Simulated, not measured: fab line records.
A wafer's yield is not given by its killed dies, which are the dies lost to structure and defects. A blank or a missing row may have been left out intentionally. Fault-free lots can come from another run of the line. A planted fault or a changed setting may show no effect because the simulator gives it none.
Split-lot experiment	flow n5-finfet	route with 1938 steps; 7 lots, 21 wafers read

## ON THE SPLIT
At N5_BEOL_M11_COAT_22 (resist thk 90 nm), the setting spin-rpm was moved away from the recipe's 1500 rpm on 5 of the 21 wafers read, by -9.8% to +9.6%. This setting was run at the recipe's value on the other wafers.

## FROM THE SPLIT TO THE READING: what the file shows between them, 2 steps
- N5_BEOL_M11_EBR_24
- N5_BEOL_M11_SOFTBAKE_23: time 60 s

## THE READING
CAR-ArF_of_BEOL_M11_COAT_22.thk-nm (the simulator's own value, which no gauge read), in nm, at N5_BEOL_M11_DESCUM_33 (chemistry O2, time 7.9 s). No usual value for it is given in the file. Across the 16 wafers here that went through the recipe, the average is 83.6 nm and the standard deviation 0.29 nm.

wafer	tool, chamber at the split	spin-rpm as run, rpm	against the recipe	CAR-ArF_of_BEOL_M11_COAT_22.thk-nm, nm	against lot-mates on the recipe
L088.3	litho-track-04, 0	1500	recipe	83.6	-
L088.6	litho-track-04, 0	1500	recipe	83.6	-
L088.5	litho-track-04, 0	1500	recipe	83.2	-
L089.2	litho-track-02, 0	1500	recipe	83.2	-
L089.5	litho-track-02, 0	1500	recipe	83	-
L089.6	litho-track-02, 0	1376	-8.3%	87.4	+4.3
L090.4	litho-track-02, 0	1500	recipe	83.8	-
L090.5	litho-track-02, 0	1500	recipe	83.8	-
L090.6	litho-track-02, 0	1500	recipe	83.6	-
L091.3	litho-track-03, 0	1500	recipe	84.2	-
L091.4	litho-track-03, 0	1500	recipe	83.8	-
L091.5	litho-track-03, 0	1500	recipe	83.8	-
L092.2	litho-track-04, 0	1500	recipe	83.6	-
L092.4	litho-track-04, 0	1500	recipe	83.6	-
L092.5	litho-track-04, 0	1353	-9.8%	88.4	+4.8
L094.1	litho-track-03, 0	1644	+9.6%	79.6	-4.2
L094.5	litho-track-03, 0	1500	recipe	83.8	-
L094.6	litho-track-03, 0	1644	+9.6%	79.4	-4.4
L093.3	litho-track-04, 0	1500	recipe	83.4	-
L093.5	litho-track-04, 0	1500	recipe	83.4	-
L093.4	litho-track-04, 0	1407	-6.2%	86.6	+3.2

THE FIT
A straight line over all 21 wafers: CAR-ArF_of_BEOL_M11_COAT_22.thk-nm changes by -0.453 nm for each +1% of spin-rpm; r = -0.99; the points scatter about the line by 0.29 nm.
The same after taking each lot's own level away (the mean of its wafers on the recipe; 21 wafers): -0.477 nm for each +1%; r = -1.00; scatter 0.17 nm.
On that fit, the largest move of spin-rpm shifts the reading by 4.7 nm.
Across the lots, their own levels run from 83.10 to 83.93 nm, a range of 2.9 times the standard deviation given above.
The two slopes agree, so the slope changes little with the lot-to-lot level.
Check: +4.71 nm against its lot-mates is what the line predicts for one of the wafers moved furthest among these (-9.8%) when that wafer is left out of the fit. It came out at +4.8 nm against them.

## OTHER SPLITS APPLIED TO THESE WAFERS
Before the reading, these wafers also passed through other splits. Each is held against what the fit with the lots' levels taken away leaves over:
other split on the same wafers	wafers away from the commonest value	r with CAR-ArF_of_BEOL_M11_COAT_22.thk-nm (lot level and that fit taken away)
N5_BEOL_M10_COAT_22 spin-rpm	8	+0.25
N5_BEOL_M11_COAT_63 spin-rpm	13	-0.14

## THE WHOLE CHAIN: every reading that the file lists as answering this split, in the file's order
step	what it does	reading	change (the file's fit)	r (the file's)
N5_BEOL_M11_COAT_22	resist thk 90 nm	CAR-ArF_of_BEOL_M11_COAT_22.thk-nm (the simulator's own value, which no gauge read)	-0.473 nm for each +1% of the setting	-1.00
N5_BEOL_M11_DESCUM_33	chemistry O2, time 7.9 s	CAR-ArF_of_BEOL_M11_COAT_22.thk-nm (the simulator's own value, which no gauge read)	-0.487 nm for each +1% of the setting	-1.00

## FILE'S OWN FIT
CAR-ArF_of_BEOL_M11_COAT_22.thk-nm changes by -0.487 nm for each +1% of spin-rpm, r = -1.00.
